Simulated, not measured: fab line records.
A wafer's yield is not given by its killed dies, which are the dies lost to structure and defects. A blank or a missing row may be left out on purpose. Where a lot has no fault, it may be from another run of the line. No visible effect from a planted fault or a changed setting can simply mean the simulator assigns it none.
The tool behind it: which one? + flow n5Finfet + 13 lots, 39 wafers sampled, at 3 steps of a route of 1938

## WHAT THE GAUGES READ, wafer by wafer
Not one reading of a measure or inspect step in the record can be checked against a usual standard deviation.

## EACH LOT AND THE TOOL THAT RAN IT (in order: tool; ch and the chambers of the sampled wafers; start)
| lot  | N5_PMOS_HMC_CHANNEL_EPI_HM_STRIP_35 | N5_PASSIVATION_AL_DEP_21    | N5_PASSIVATION_PROBE_49 |
|------|-------------------------------------|-----------------------------|-------------------------|
| L621 | wetBench-01 ch 0,1,6, day 1 19:29   | pvdSputter-03, day 12 02:12 | -                       |
| L623 | wetBench-01 ch 0,1,2, day 2 07:14   | pvdSputter-03, day 13 04:38 | -                       |
| L624 | wetBench-06 ch 2,3,4, day 2 13:38   | pvdSputter-01, day 12 22:17 | -                       |
| L625 | wetBench-04 ch 1,6,7, day 2 19:12   | pvdSputter-01, day 13 14:19 | -                       |
| L626 | wetBench-01 ch 1,5,6, day 3 01:13   | pvdSputter-03, day 14 03:17 | -                       |
| L628 | wetBench-06 ch 1,5,6, day 3 13:44   | pvdSputter-03, day 14 18:20 | -                       |
| L630 | wetBench-01 ch 4,5,6, day 4 00:56   | pvdSputter-01, day 15 13:49 | -                       |
| L633 | wetBench-01 ch 1,2,4, day 4 18:55   | pvdSputter-03, day 15 14:59 | -                       |
| L634 | wetBench-01 ch 0,6,7, day 5 01:57   | pvdSputter-01, day 16 03:28 | -                       |
| L635 | wetBench-06 ch 1,6,7, day 5 07:11   | pvdSputter-02, day 16 03:13 | -                       |
| L639 | wetBench-04 ch 1,2,6, day 6 07:36   | pvdSputter-02, day 16 22:07 | -                       |
| L640 | wetBench-04 ch 3,4,5, day 6 15:23   | pvdSputter-01, day 17 09:04 | -                       |
| L642 | wetBench-01 ch 1,5,7, day 7 02:05   | pvdSputter-03, day 17 17:59 | prober-01, day 17 23:31 |
- N5_PMOS_HMC_CHANNEL_EPI_HM_STRIP_35: strips SiO2 in dHF, material SiO2, target depth 39.6 nm, time 216 s.
- N5_PASSIVATION_AL_DEP_21: deposits Al, target thk 2800 nm, time 170 s.
- N5_PASSIVATION_PROBE_49

## AS READ BY THE TOOLS THEMSELVES (means over the sampled wafers that have a number; for cases with no such wafer, the mark the record gives instead)
N5_PMOS_HMC_CHANNEL_EPI_HM_STRIP_35.
| lot  | tool        | bathHeatDutyPct (%) |
|------|-------------|---------------------|
| L621 | wetBench-01 | 5.7                 |
| L623 | wetBench-01 | 6.1                 |
| L624 | wetBench-06 | 6.3                 |
| L625 | wetBench-04 | 6.5                 |
| L626 | wetBench-01 | 5.5                 |
| L628 | wetBench-06 | 6.7                 |
| L630 | wetBench-01 | 5.8                 |
| L633 | wetBench-01 | 5.7                 |
| L634 | wetBench-01 | 6.1                 |
| L635 | wetBench-06 | 5.5                 |
| L639 | wetBench-04 | 6.3                 |
| L640 | wetBench-04 | 6.5                 |
| L642 | wetBench-01 | 5.7                 |

N5_PASSIVATION_AL_DEP_21.
| lot  | tool          | substrateTempC (C) | susceptorTempC (C) | throttleValvePct (%) |
|------|---------------|--------------------|--------------------|----------------------|
| L621 | pvdSputter-03 | 399.80             | 400.19             | 29.0                 |
| L623 | pvdSputter-03 | 399.90             | 400.35             | 29.2                 |
| L624 | pvdSputter-01 | 400.08             | 400.02             | 29.3                 |
| L625 | pvdSputter-01 | 399.83             | 400.25             | 29.3                 |
| L626 | pvdSputter-03 | 400.18             | 400.11             | 29.8                 |
| L628 | pvdSputter-03 | 400.20             | 399.91             | 29.0                 |
| L630 | pvdSputter-01 | 400.15             | 399.96             | 29.2                 |
| L633 | pvdSputter-03 | 400.04             | 399.80             | 30.3                 |
| L634 | pvdSputter-01 | 399.90             | 399.97             | 29.5                 |
| L635 | pvdSputter-02 | 400.11             | 399.73             | 30.4                 |
| L639 | pvdSputter-02 | 400.02             | 399.96             | 29.7                 |
| L640 | pvdSputter-01 | 400.17             | 399.69             | 30.0                 |
| L642 | pvdSputter-03 | 400.01             | 400.00             | 29.4                 |

N5_PASSIVATION_PROBE_49.
| lot  | tool      | defectLimitedYield (%) | killed_at_M0_to_M3 | killed_at_M4_up | killedAtContacts | killedAtFrontEnd | killedAtOther | killedDies | killedOpen | killedShort | sort_bin_4_leakage (%) | sort_bin_5_function (%) | sort_bin_6_memory (%) | sort_bin_8_speed (%) | sortNPass | sortYieldPct (%) |
|------|-----------|------------------------|--------------------|-----------------|------------------|------------------|---------------|------------|------------|-------------|------------------------|-------------------------|-----------------------|----------------------|-----------|------------------|
| L642 | prober-01 | 88.3                   | 29                 | 10              | 8                | 89               | 2.0           | 138        | 62         | 29          | 0.00                   | 7.5                     | 2.9                   | 0.0                  | 1042      | 88.3             |

## THE ANSWER, worked out from the rows above alone
Rule: the usual values come from the lots themselves. The widest of any qualifying gaps counts: lots, ordered by their means at a reading, are off when they make up no more than a third of the lots, leave a main group of 4 or more, and stand apart from it by 3 or more times the standard deviation of that group's means. Not used: any main group whose means are identical at the precision the tables above print for the reading. A lot without any number at a reading at which 4 lots or more have one is off too. Where the step has rows for the other lots, those lots are counted as sound. Order of review: gauges by route order, followed by the tools' own readings, for which a lot's mean as printed above is used. At the first step where some lot is off, the reading lying furthest off is the one used; lots without a number count as furthest.
No lot is off at any reading shown: from this, nothing can be told.

## WHAT WAS PUT IN BY THE SIMULATOR
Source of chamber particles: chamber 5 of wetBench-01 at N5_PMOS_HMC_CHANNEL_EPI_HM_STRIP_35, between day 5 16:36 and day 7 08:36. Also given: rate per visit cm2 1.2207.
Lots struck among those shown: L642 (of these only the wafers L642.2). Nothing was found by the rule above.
